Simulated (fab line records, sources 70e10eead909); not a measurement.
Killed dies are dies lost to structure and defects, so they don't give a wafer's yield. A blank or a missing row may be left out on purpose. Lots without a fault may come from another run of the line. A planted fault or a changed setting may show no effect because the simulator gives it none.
Which tool did it? | flow nand_harc | 15 lots, 45 wafers sampled, at 1 step of a route of 1302

WHAT THE GAUGES READ, wafer by wafer
NHARC_A_M0_INSPECT_27. Usual: raw_defect_count 553, standard deviation 140.
lot  | measured     | on                | raw_defect_count | flag
L637 | day 23 10:41 | defect_inspect-02 | 474 535 559      |
L635 | day 23 12:32 | defect_inspect-02 | 432 603 717      |
L636 | day 23 15:48 | defect_inspect-02 | 775 762 790      |
L638 | day 24 03:53 | defect_inspect-02 | 899 416 629      |
L639 | day 24 19:53 | defect_inspect-02 | 719 630 912      |
L640 | day 25 03:39 | defect_inspect-02 | 454 447 508      |
L641 | day 25 18:31 | defect_inspect-02 | 456 498 435      |
L644 | day 27 00:14 | defect_inspect-01 | 516 490 418      |
L642 | day 27 07:59 | defect_inspect-02 | 511 540 454      |
L648 | day 28 10:15 | defect_inspect-01 | 497 528 434      |
L647 | day 28 16:29 | defect_inspect-01 | 516 493 346      |
L650 | day 29 08:46 | defect_inspect-02 | 800 913 999      |
L654 | day 31 07:13 | defect_inspect-02 | 495 480 571      |
L655 | day 31 16:21 | defect_inspect-01 | 490 594 439      |
L656 | day 32 06:01 | defect_inspect-01 | 550 577 544      |

WHICH TOOL RAN EACH LOT (tool, then ch and the chambers of the sampled wafers, then the start)
The record holds no process step before these readings.

WHAT THE TOOLS THEMSELVES READ (means of the sampled wafers that have a number; where no wafer has one, the mark that the record gives instead)
The record holds no such reading with a usual standard deviation.

THE ANSWER, worked out from the rows above alone
Rule: a lot is off if the mean of its wafers that have a number lies more than 3 standard deviations from the usual mean. A lot without any number at a reading at which 4 lots or more have one is off too. The other lots that the step has rows for count as sound. The gauges are gone through in route order, then the tools' own readings, and for those a lot's mean is taken as printed above. The first step at which some lot is off is used, and at that step the reading that is off furthest; a lot without a number counts as furthest.
No lot is off at any reading shown: from this, nothing can be told.

WHAT THE SIMULATOR HAD PUT IN
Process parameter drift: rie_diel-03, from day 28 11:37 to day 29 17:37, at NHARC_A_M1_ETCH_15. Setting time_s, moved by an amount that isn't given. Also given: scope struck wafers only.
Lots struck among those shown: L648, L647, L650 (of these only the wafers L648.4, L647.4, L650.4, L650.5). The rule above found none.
